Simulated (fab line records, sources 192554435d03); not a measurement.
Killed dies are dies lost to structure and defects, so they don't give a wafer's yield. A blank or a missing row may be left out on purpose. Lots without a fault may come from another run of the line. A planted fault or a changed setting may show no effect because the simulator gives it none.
A struck lot beside a sound one | flow n5_finfet | 14 steps out of a route of 1938
Sound: wafers L341.1, L341.5, L341.6. Struck: wafer L339.6. (L339.1 of the same lot was not struck and is left out.) The cause comes at the end.
At each step with rows: each side's tool, then ch and its chambers, then its first start. Under that, the readings that differ: sound wafers | struck wafers | difference of the means | sigmas: that difference in standard deviations of wafers without a fault.
alike: readings whose means differ by less than 2 such deviations, and words and numbers that are the same on both sides. not compared: withheld readings, readings that some wafer has no value for, bounds like >300 that may hide the same value, and numbers for which the record gives no deviation and whose values overlap.
The two part at a step that has a row with sigmas, a row that says differs or no value, or rows on one side only. Numbers that don't overlap but have no deviation are shown without sigmas and don't part them. A reading that every wafer of one side lacks parts them only if that side has two wafers or more.

N5_BEOL_M0_SPUTTER_116: material Cu, target thk 4 nm, time 7.37 s.
  sound on pvd_sputter-02, day 10 21:14; struck on pvd_sputter-01, day 10 08:47
  alike: substrate_temp_c, throttle_valve_pct
then, 3 steps without rows for these wafers: N5_BEOL_M0_ANNEAL_117 (time 60 s); N5_BEOL_M0_SPUTTER_132 (material Cu, target thk 4 nm, time 7.37 s); N5_BEOL_M0_ANNEAL_133 (time 60 s).
N5_BEOL_M0_SPUTTER_134: material Cu, target thk 4 nm, time 7.37 s.
  sound on pvd_sputter-02, day 10 21:29; struck on pvd_sputter-01, day 10 09:01
  alike: substrate_temp_c, throttle_valve_pct
N5_BEOL_M0_ANNEAL_135: time 60 s.
  sound on pvd_sputter-02, day 10 21:34; struck on pvd_sputter-01, day 10 09:06
  alike: heater_power_w
N5_BEOL_M0_SPUTTER_141: material Cu, target thk 4 nm, time 7.37 s.
  sound on pvd_sputter-02, day 10 21:36; struck on pvd_sputter-01, day 10 09:08
  alike: substrate_temp_c, throttle_valve_pct
then, 3 steps without rows for these wafers: N5_BEOL_M0_ECD_118 (material Cu, target thk 300 nm); N5_BEOL_M0_ANNEAL_119 (time 90 s); N5_BEOL_M0_CMP_120 (polishes, stops on SiOC, t overpolish 6.9 s).
N5_BEOL_M0_PRE_CLEAN_131: time 15 s.
  sound on cvd_co-01 ch 0,1, day 10 22:26; struck on cvd_co-02 ch 1, day 10 09:58
  alike: heater_power_w
  not compared: since_wet_clean_h
N5_BEOL_M0_CO_CAP_123: material Co, precursor CCTBA/H2, target thk 2 nm, time 102.1 s.
  sound on cvd_co-01 ch 0,1, day 10 22:28; struck on cvd_co-02 ch 1, day 10 10:00
  reading                                    | sound             | struck | difference | sigmas
  run_length_s (s)                           | 124.9 125.3 124.8 | 184.1  | +59.1      | +99 or more
  model.Co_of_BEOL_M0_CO_CAP_123.thk_nm (nm) | 2 2 2             | 3.2    | +1.2       |
  alike: chamber_pressure_Torr, heater_power_w
  not compared: since_wet_clean_h
then, 1 step without rows for these wafers: N5_BEOL_M0_PRE_CLEAN_124 (time 15 s).
-- the record jumps here: 4 days lie between the struck wafers' starts before and after (it left off in module BEOL_M0 and takes up again in module BEOL_M4, whose first step shown is number 1111 of the route) --
N5_BEOL_M4_RC_MEAS_101:
  sound on prober-02 ch 0, day 13 07:52; struck on prober-02 ch 0, day 14 07:17
  reading        | sound          | struck | difference | sigmas
  IOFF_P (nA/um) | 0.27 0.32 0.33 | 0.21   | -0.10      | -3
  ION_N (uA/um)  | 682 689 702    | 664    | -27        | -3
  ION_P (uA/um)  | 473 483 479    | 458    | -20        | -3
  alike: DIBL_N, DIBL_P, IOFF_N, SS_N, SS_P, VT_N, VT_P

WHERE THEY PART
First at N5_BEOL_M0_CO_CAP_123; last, within this record, at N5_BEOL_M4_RC_MEAS_101.

WHY: what the simulator had put in
Process parameter drift: cvd_co-02, from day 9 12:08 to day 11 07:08, at N5_BEOL_M0_CO_CAP_123. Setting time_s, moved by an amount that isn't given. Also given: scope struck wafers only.
